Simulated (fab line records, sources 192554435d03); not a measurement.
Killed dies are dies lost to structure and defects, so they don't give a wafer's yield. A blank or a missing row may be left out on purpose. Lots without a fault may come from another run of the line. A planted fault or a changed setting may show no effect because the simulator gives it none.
A struck lot beside a sound one | flow n5_finfet | 16 steps out of a route of 1938
Sound: wafers L753.2, L753.4, L753.5. Struck: wafer L759.2. (L759.5 of the same lot was not struck and is left out.) The cause comes at the end.
At each step with rows: each side's tool, then ch and its chambers, then its first start. Under that, the readings that differ: sound wafers | struck wafers | difference of the means | sigmas: that difference in standard deviations of wafers without a fault.
alike: readings whose means differ by less than 2 such deviations, and words and numbers that are the same on both sides. not compared: withheld readings, readings that some wafer has no value for, bounds like >300 that may hide the same value, and numbers for which the record gives no deviation and whose values overlap.
The two part at a step that has a row with sigmas, a row that says differs or no value, or rows on one side only. Numbers that don't overlap but have no deviation are shown without sigmas and don't part them. A reading that every wafer of one side lacks parts them only if that side has two wafers or more.

N5_MOL_CONTACT_COAG_STRIP_98: strips in N2/H2.
  sound on rie_diel-03 ch 0,2, day 6 06:19; struck on rie_diel-03 ch 0, day 8 01:32
  alike: bias_power_w, drypump_motor_current_A, oes_product_au, rf_vpp_V, showerhead_plenum_p_Torr, throttle_valve_pct
  not compared: rf_hours_counter_h
N5_MOL_CONTACT_COAG_CD_MEAS_99: target cd 17.2 nm.
  sound on cd_sem-03, day 6 06:23; struck on cd_sem-02, day 8 01:37
  alike: cd_nm
then, 4 steps without rows for these wafers: N5_MOL_CONTACT_COAG_IMPLANT_129; N5_MOL_CONTACT_COAG_PRECLEAN_111 (cleans in NF3:NH3, afs cycles 1, time 20 s, sublimation time 60 s); N5_MOL_CONTACT_COAG_TI_SIL_19 (material Ti, target thk 4.2 nm, time 15 s); N5_MOL_CONTACT_COAG_ALD_20 (deposits TiN, target thk 1.5 nm, pulse time 1 s, purge time 3 s).
N5_MOL_CONTACT_COAG_SIL_ANNEAL_21: time 60 s.
  sound on rtp_anneal-02 ch 0, day 6 07:25; struck on rtp_anneal-01 ch 0, day 8 02:49
  reading          | sound             | struck | difference | sigmas
  wafer_temp_C_max | 551.6 552.0 551.3 | 553.3  | +1.7       | +3
  alike: lamp_power_pct
N5_MOL_CONTACT_COAG_PRE_CLEAN_141: time 60 s.
  sound on pvd_sputter-02, day 6 07:41; struck on pvd_sputter-01, day 8 03:00
  alike: heater_power_w
then, 1 step without rows for these wafers: N5_MOL_CONTACT_COAG_SPUTTER_143 (material Co, target thk 2.5 nm).
N5_MOL_CONTACT_COAG_CO_FILL_22: material Co, precursor CCTBA/H2, target thk 20 nm.
  sound on cvd_co-01 ch 0, day 6 07:52; struck on cvd_co-02 ch 1, day 8 03:11
  alike: heater_power_w
then, 1 step without rows for these wafers: N5_MOL_CONTACT_COAG_ANNEAL_113 (time 300 s).
N5_MOL_CONTACT_COAG_PRE_CLEAN_142: time 60 s.
  sound on pvd_sputter-03, day 6 10:22; struck on pvd_sputter-03, day 8 05:03
  alike: heater_power_w
N5_MOL_CONTACT_COAG_SPUTTER_130: material Co, target thk 47.5 nm.
  sound on pvd_sputter-03, day 6 10:25; struck on pvd_sputter-03, day 8 05:07
  reading                                              | sound          | struck | difference | sigmas
  model.Co_of_MOL_CONTACT_COAG_SPUTTER_130.thk_nm (nm) | 47.2 47.2 47.4 | 76.6   | +29.3      |
  alike: throttle_valve_pct
then, 1 step without rows for these wafers: N5_MOL_CONTACT_COAG_PRECLEAN_125 (cleans in DIW, time 57.5 s).
-- the record jumps here: 4 days lie between the struck wafers' starts before and after (it left off in module MOL_CONTACT_COAG and takes up again in module BEOL_M4, whose first step shown is number 1111 of the route) --
N5_BEOL_M4_RC_MEAS_101:
  sound on prober-02 ch 0, day 9 19:25; struck on prober-02 ch 0, day 11 19:14
  alike: DIBL_N, DIBL_P, IOFF_N, IOFF_P, ION_N, ION_P, SS_N, SS_P, VT_N, VT_P
-- the record jumps here: 4 days lie between the struck wafers' starts before and after (it left off in module BEOL_M4 and takes up again in module PASSIVATION, whose first step shown is number 1936 of the route) --
N5_PASSIVATION_PROBE_49:
  the record has rows for the struck wafers here (prober-02, day 16 00:32) and none for the sound ones

WHERE THEY PART
First at N5_MOL_CONTACT_COAG_SIL_ANNEAL_21; last, within this record, at N5_PASSIVATION_PROBE_49.

WHY: what the simulator had put in
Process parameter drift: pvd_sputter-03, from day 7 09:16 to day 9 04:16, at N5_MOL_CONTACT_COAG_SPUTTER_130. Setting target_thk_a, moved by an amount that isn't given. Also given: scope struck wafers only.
